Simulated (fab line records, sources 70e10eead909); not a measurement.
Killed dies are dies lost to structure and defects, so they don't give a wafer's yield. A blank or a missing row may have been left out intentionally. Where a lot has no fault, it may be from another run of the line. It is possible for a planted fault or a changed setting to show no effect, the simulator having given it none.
The tool behind it: which one?	flow nand-harc	57 wafers from 19 lots sampled at 6 of the route's 1159 steps

== WHAT EACH GAUGE READ, for each wafer ==
Not one reading of a measure or inspect step in the record can be checked against a usual standard deviation.

== WHICH TOOL RAN EACH LOT (tool, then ch and the chambers of the sampled wafers, then the start) ==
lot	NHARC_P_M2_STRIP_18	NHARC_P_BONDPAD_ETCH_37	NHARC_A_ZERO_WELL_RTA_16	NHARC_A_CHANNEL_HOLE_D1_ETCH_21	NHARC_A_CHANNEL_FILL_D1_ALD_16	NHARC_A_CHANNEL_FILL_D1_STRIP_28
L076	rie-diel-03 ch 0,1,2, day 6 07:57	rie-diel-07 ch 0,2,3, day 6 12:07	rtp-anneal-01 ch 0, day 6 17:18	har-etch-02 ch 0,1, day 8 07:30	ald-hk-04 ch 1,3, day 9 04:03	rie-diel-05 ch 0,1,2, day 9 16:37
L075	rie-diel-03 ch 0,1, day 6 08:25	rie-diel-07 ch 0,2,3, day 6 13:06	rtp-anneal-02 ch 0, day 6 18:14	har-etch-01 ch 0,1, day 8 08:25	ald-hk-02 ch 0,1,2, day 9 04:15	rie-diel-01 ch 2,3, day 9 16:37
L078	rie-diel-05 ch 2,3, day 7 01:35	rie-diel-07 ch 1,2, day 7 05:53	rtp-anneal-02 ch 0, day 7 11:05	har-etch-01 ch 0,1, day 9 02:09	ald-hk-02 ch 0,1, day 9 20:20	rie-diel-01 ch 0,1,2, day 10 08:24
L077	rie-diel-02 ch 1,2,3, day 7 01:52	rie-diel-07 ch 0,2,3, day 7 06:22	rtp-anneal-02 ch 0, day 7 11:22	har-etch-02 ch 0,1, day 9 02:01	ald-hk-03 ch 1,2,3, day 9 20:19	rie-diel-05 ch 0,1,2, day 10 08:22
L079	rie-diel-03 ch 0,2,3, day 7 11:32	rie-diel-07 ch 0,2, day 7 16:28	rtp-anneal-01 ch 0, day 7 21:31	har-etch-02 ch 0,1, day 9 13:42	ald-hk-04 ch 0,1,2, day 10 08:29	rie-diel-01 ch 0,2, day 10 20:32
L081	rie-diel-03 ch 0,1,3, day 7 17:10	rie-diel-07 ch 0,2,3, day 7 21:23	rtp-anneal-01 ch 0, day 8 02:20	har-etch-01 ch 0,1, day 9 22:49	ald-hk-04 ch 0,1,3, day 10 16:38	rie-diel-03 ch 0,2,3, day 11 03:44
L080	rie-diel-05 ch 0,2,3, day 7 17:28	rie-diel-07 ch 0,1,3, day 7 22:10	rtp-anneal-01 ch 0, day 8 03:08	har-etch-02 ch 1, day 9 19:39	ald-hk-02 ch 0,1,3, day 10 13:17	rie-diel-01 ch 2,3, day 11 03:44
L084	rie-diel-03 ch 0,1,3, day 8 15:03	rie-diel-06 ch 1,3, day 8 19:21	rtp-anneal-02 ch 0, day 9 00:31	har-etch-01 ch 0,1, day 10 15:05	ald-hk-03 ch 1,3, day 11 09:34	rie-diel-03 ch 1,3, day 11 21:33
L086	rie-diel-05 ch 0,1, day 9 11:14	rie-diel-07 ch 0,1, day 9 15:37	rtp-anneal-02 ch 0, day 9 20:52	har-etch-01 ch 0,1, day 11 12:19	ald-hk-03 ch 2,3, day 12 05:53	rie-diel-03 ch 1,2, day 12 17:44
L088	rie-diel-03 ch 2,3, day 9 11:40	rie-diel-07 ch 1,2,3, day 9 16:20	rtp-anneal-02 ch 0, day 9 21:27	har-etch-02 ch 0,1, day 11 12:56	ald-hk-03 ch 0,1,2, day 12 06:01	rie-diel-01 ch 1,2,3, day 12 17:43
L087	rie-diel-03 ch 2,3, day 9 12:14	rie-diel-06 ch 1,2, day 9 17:12	rtp-anneal-01 ch 0, day 9 22:14	har-etch-01 ch 0,1, day 11 16:29	ald-hk-03 ch 0,1,2, day 12 10:07	rie-diel-01 ch 0,1,3, day 12 21:58
L085	rie-diel-03 ch 1,3, day 9 15:07	rie-diel-07 ch 2,3, day 9 19:24	rtp-anneal-02 ch 0, day 10 00:31	har-etch-02 ch 0,1, day 11 20:32	ald-hk-02 ch 0,2,3, day 12 14:17	rie-diel-03 ch 1,2, day 13 03:09
L089	rie-diel-05 ch 0,2,3, day 9 21:17	rie-diel-07 ch 2,3, day 10 01:23	rtp-anneal-02 ch 0, day 10 06:27	har-etch-01 ch 0,1, day 11 22:41	ald-hk-02 ch 0,1, day 12 14:33	rie-diel-01 ch 2,3, day 13 03:02
L092	rie-diel-03 ch 0,2, day 10 11:24	rie-diel-13 ch 0,1,2, day 10 15:33	rtp-anneal-02 ch 0, day 10 20:47	har-etch-02 ch 0,1, day 12 18:26	ald-hk-04 ch 1,2,3, day 13 12:02	rie-diel-01 ch 0,2,3, day 14 00:17
L091	rie-diel-02 ch 0,1,2, day 10 12:04	rie-diel-06 ch 1,2,3, day 10 16:19	rtp-anneal-01 ch 0, day 10 21:32	har-etch-02 ch 0,1, day 12 14:13	ald-hk-03 ch 0,3, day 13 08:41	rie-diel-01 ch 0,1,2, day 13 20:38
L094	rie-diel-05 ch 0,2,3, day 11 05:17	rie-diel-07 ch 0,2,3, day 11 09:38	rtp-anneal-01 ch 0, day 11 14:35	har-etch-01 ch 0,1, day 13 04:41	ald-hk-02 ch 0,2,3, day 13 22:25	rie-diel-05 ch 1,2,3, day 14 10:11
L097	rie-diel-03 ch 1,2, day 11 13:43	rie-diel-13 ch 0,2, day 11 18:02	rtp-anneal-02 ch 0, day 11 23:07	har-etch-01 ch 0,1, day 13 14:51	ald-hk-03 ch 1,2,3, day 14 08:28	rie-diel-03 ch 1,3, day 14 20:30
L095	rie-diel-05 ch 2,3, day 11 14:48	rie-diel-07 ch 1,3, day 11 18:56	rtp-anneal-02 ch 0, day 12 00:03	har-etch-02 ch 0,1, day 13 19:59	ald-hk-02 ch 0,2,3, day 14 16:19	rie-diel-01 ch 1,2, day 15 06:19
L096	rie-diel-05 ch 0,2,3, day 11 15:16	rie-diel-06 ch 0,2,3, day 11 19:32	rtp-anneal-02 ch 0, day 12 00:39	har-etch-02 ch 0,1, day 13 15:55	ald-hk-02 ch 1,2,3, day 14 08:28	rie-diel-01 ch 1,2, day 14 20:29
- NHARC_P_M2_STRIP_18: strips in N2/H2.
- NHARC_P_BONDPAD_ETCH_37: etches the open film in N2/H2, target depth 60 nm, overetch 18 nm, time 65.91 s.
- NHARC_A_ZERO_WELL_RTA_16: time 10 s.
- NHARC_A_CHANNEL_HOLE_D1_ETCH_21: etches the open film in C4F8/O2/Ar, time 514.3 s, target depth 1600 nm.
- NHARC_A_CHANNEL_FILL_D1_ALD_16: deposits SiO2, target thk 1.5 nm, pulse time 10 s, ald cycles 15.
- NHARC_A_CHANNEL_FILL_D1_STRIP_28: strips in O2, time 20 s.

== WHAT THE TOOLS THEMSELVES READ (means of the sampled wafers that have a number; where no wafer has one, the mark that the record gives instead) ==
NHARC_P_M2_STRIP_18.
lot	tool	chamber-pressure-mTorr (mTorr)	drypump-motor-current-A (A)	h2-flow-sccm (sccm)	oes-product-au (a.u.)	rf-vpp-V (V)	showerhead-plenum-p-Torr (Torr)	throttle-valve-pct (%)
L076	rie-diel-03	29.991	5.4	149.7	0.993	90.1	2.01	14.166
L075	rie-diel-03	30.004	5.5	150.1	0.999	91.4	2.08	14.162
L078	rie-diel-05	29.993	6.3	149.4	1.005	90.2	2.01	14.168
L077	rie-diel-02	30.029	5.7	150.2	0.997	91.0	2.11	14.167
L079	rie-diel-03	29.998	5.4	150.0	1.002	90.7	2.01	14.167
L081	rie-diel-03	29.994	5.4	150.2	1.007	90.6	2.07	14.182
L080	rie-diel-05	29.985	6.1	150.1	0.992	90.3	2.00	14.166
L084	rie-diel-03	29.990	5.4	150.0	1.006	90.8	2.07	14.176
L086	rie-diel-05	30.012	5.4	149.8	0.996	89.9	1.92	14.174
L088	rie-diel-03	30.018	5.5	149.6	0.999	90.3	1.99	14.163
L087	rie-diel-03	30.033	5.6	149.7	1.002	90.1	2.05	14.172
L085	rie-diel-03	29.998	5.7	149.6	0.987	90.8	2.11	14.175
L089	rie-diel-05	29.973	6.0	149.9	0.997	90.3	2.00	14.171
L092	rie-diel-03	30.010	5.1	150.0	1.005	90.5	1.96	14.161
L091	rie-diel-02	29.971	5.9	150.3	1.002	91.0	2.04	14.179
L094	rie-diel-05	29.992	6.0	149.8	0.992	89.4	2.00	14.176
L097	rie-diel-03	29.983	5.6	150.0	0.991	91.2	1.99	14.167
L095	rie-diel-05	30.004	6.4	149.5	0.988	90.1	2.00	14.169
L096	rie-diel-05	29.985	6.1	150.1	0.996	91.0	1.99	14.168

NHARC_P_BONDPAD_ETCH_37.
lot	tool	chamber-pressure-mTorr (mTorr)	drypump-motor-current-A (A)	h2-flow-sccm (sccm)	oes-product-au (a.u.)	rf-vpp-V (V)	showerhead-plenum-p-Torr (Torr)	throttle-valve-pct (%)
L076	rie-diel-07	30.006	5.7	150.2	1.003	431.1	2.07	14.170
L075	rie-diel-07	29.996	5.6	150.1	0.993	431.2	2.07	14.179
L078	rie-diel-07	29.986	5.2	149.9	1.002	428.1	1.97	14.172
L077	rie-diel-07	30.013	5.7	149.5	0.999	430.0	2.07	14.177
L079	rie-diel-07	29.986	5.7	149.7	1.001	430.2	2.03	14.171
L081	rie-diel-07	29.978	5.7	150.2	0.995	431.9	2.07	14.162
L080	rie-diel-07	30.011	5.5	150.4	1.003	430.7	2.05	14.162
L084	rie-diel-06	30.008	6.0	150.1	1.004	429.8	2.01	14.167
L086	rie-diel-07	30.000	5.4	150.0	1.016	428.4	2.01	14.172
L088	rie-diel-07	29.961	5.2	150.2	0.993	429.8	2.00	14.170
L087	rie-diel-06	30.019	5.6	150.3	1.004	428.6	1.94	14.178
L085	rie-diel-07	30.004	5.3	149.9	1.005	429.8	2.05	14.165
L089	rie-diel-07	30.021	5.3	150.1	0.993	430.7	2.05	14.170
L092	rie-diel-13	30.001	5.5	149.7	1.004	428.2	1.99	14.168
L091	rie-diel-06	29.993	5.8	150.1	0.998	428.4	1.95	14.180
L094	rie-diel-07	29.975	5.7	149.5	0.992	431.3	2.06	14.169
L097	rie-diel-13	30.020	5.3	150.1	1.004	429.3	1.95	14.165
L095	rie-diel-07	29.997	5.0	149.8	1.014	430.1	1.99	14.176
L096	rie-diel-06	29.993	5.5	149.9	0.989	430.9	2.03	14.171

NHARC_A_ZERO_WELL_RTA_16.
lot	tool	lamp-power-pct (%)	lamp_zone_4_pct (%)	wafer_temp_C_max
L076	rtp-anneal-01	29.5	29.5	1007.0
L075	rtp-anneal-02	25.9	25.9	1003.3
L078	rtp-anneal-02	25.9	25.9	1003.1
L077	rtp-anneal-02	25.9	25.9	1002.8
L079	rtp-anneal-01	29.5	29.6	1007.6
L081	rtp-anneal-01	29.6	29.5	1007.3
L080	rtp-anneal-01	29.5	29.5	1007.2
L084	rtp-anneal-02	25.9	25.9	1002.9
L086	rtp-anneal-02	25.9	25.9	1002.8
L088	rtp-anneal-02	25.9	25.9	1002.8
L087	rtp-anneal-01	29.5	29.6	1006.6
L085	rtp-anneal-02	25.9	25.9	1002.2
L089	rtp-anneal-02	25.9	25.9	1002.7
L092	rtp-anneal-02	25.9	25.9	1003.0
L091	rtp-anneal-01	29.5	29.6	1007.0
L094	rtp-anneal-01	29.5	29.5	1007.2
L097	rtp-anneal-02	25.9	25.9	1002.5
L095	rtp-anneal-02	25.9	25.9	1002.4
L096	rtp-anneal-02	25.9	25.9	1003.8

NHARC_A_CHANNEL_HOLE_D1_ETCH_21.
lot	tool	chamber-pressure-mTorr (mTorr)	drypump-motor-current-A (A)	showerhead-plenum-p-Torr (Torr)	throttle-valve-pct (%)
L076	har-etch-02	20.010	5.4	3.81	32.155
L075	har-etch-01	20.006	6.3	3.75	32.142
L078	har-etch-01	20.018	6.3	3.74	32.154
L077	har-etch-02	20.019	5.4	3.81	32.150
L079	har-etch-02	19.980	5.4	3.81	32.153
L081	har-etch-01	20.013	6.4	3.74	32.154
L080	har-etch-02	20.003	5.5	3.77	32.164
L084	har-etch-01	20.010	6.4	3.74	32.154
L086	har-etch-01	19.999	5.9	3.68	32.163
L088	har-etch-02	19.985	5.2	3.83	32.157
L087	har-etch-01	20.000	6.4	3.73	32.156
L085	har-etch-02	19.993	5.2	3.82	32.166
L089	har-etch-01	20.008	5.9	3.67	32.170
L092	har-etch-02	19.989	5.4	3.79	32.152
L091	har-etch-02	19.995	5.2	3.82	32.144
L094	har-etch-01	19.994	6.3	3.72	32.147
L097	har-etch-01	20.013	6.4	3.72	32.160
L095	har-etch-02	19.998	5.2	3.81	32.156
L096	har-etch-02	20.009	5.4	3.78	32.157

NHARC_A_CHANNEL_FILL_D1_ALD_16.
lot	tool	heater-power-w (W)	precursor-pulse-height-rel
L076	ald-hk-04	440	0.996
L075	ald-hk-02	462	1.003
L078	ald-hk-02	444	0.963
L077	ald-hk-03	453	1.008
L079	ald-hk-04	421	1.002
L081	ald-hk-04	430	1.003
L080	ald-hk-02	460	0.997
L084	ald-hk-03	460	0.989
L086	ald-hk-03	455	1.006
L088	ald-hk-03	491	0.999
L087	ald-hk-03	480	0.995
L085	ald-hk-02	480	1.015
L089	ald-hk-02	474	0.995
L092	ald-hk-04	426	1.029
L091	ald-hk-03	402	1.006
L094	ald-hk-02	496	1.004
L097	ald-hk-03	450	0.992
L095	ald-hk-02	496	1.003
L096	ald-hk-02	483	1.001

NHARC_A_CHANNEL_FILL_D1_STRIP_28.
lot	tool	chamber-pressure-mTorr (mTorr)	drypump-motor-current-A (A)	oes-product-au (a.u.)	rf-vpp-V (V)	showerhead-plenum-p-Torr (Torr)	throttle-valve-pct (%)
L076	rie-diel-05	59.97	5.9	0.993	57.7	3.35	17.032
L075	rie-diel-01	60.03	5.4	0.994	57.7	3.48	17.036
L078	rie-diel-01	60.01	5.4	1.005	58.2	3.55	17.033
L077	rie-diel-05	59.99	5.9	0.994	56.6	3.35	17.033
L079	rie-diel-01	60.00	5.1	1.007	57.7	3.60	17.041
L081	rie-diel-03	60.02	5.4	0.998	57.5	3.48	17.033
L080	rie-diel-01	59.95	5.4	0.995	57.2	3.48	17.034
L084	rie-diel-03	60.04	5.7	0.998	57.7	3.65	17.041
L086	rie-diel-03	60.00	5.6	0.989	57.7	3.46	17.041
L088	rie-diel-01	59.99	5.7	1.006	57.1	3.43	17.044
L087	rie-diel-01	60.01	5.8	1.015	57.5	3.47	17.032
L085	rie-diel-03	60.04	5.6	0.991	57.8	3.46	17.035
L089	rie-diel-01	60.03	5.7	0.997	58.0	3.41	17.028
L092	rie-diel-01	59.98	5.5	1.004	57.5	3.52	17.039
L091	rie-diel-01	59.96	5.5	1.006	58.0	3.55	17.042
L094	rie-diel-05	60.01	5.8	0.997	58.5	3.46	17.043
L097	rie-diel-03	60.00	5.7	0.994	57.6	3.64	17.042
L095	rie-diel-01	60.00	5.4	1.010	57.7	3.51	17.041
L096	rie-diel-01	60.00	5.3	1.011	57.7	3.51	17.027

== THE ANSWER, worked out from the rows above alone ==
Rule: the usual values come from the lots themselves. Put in order of their means at a reading, lots are off if they are a third of the lots or fewer, leave a main group of 4 or more, and stand apart from it by a gap of 3 or more times the standard deviation of the main group's means; of several such gaps the widest counts. A main group is skipped when, at the precision printed for the reading in the tables above, its means are all equal. A lot without any number at a reading at which 4 lots or more have one is off too. All remaining lots with rows at the step are treated as sound. The gauges are gone through in route order, then the tools' own readings, and for those a lot's mean is taken as printed above. At the first step where some lot is off, the reading lying furthest off is the one used; lots without a number count as furthest.
Nothing can be told from this: no lot is off at any reading shown.

== WHAT WAS PUT IN BY THE SIMULATOR ==
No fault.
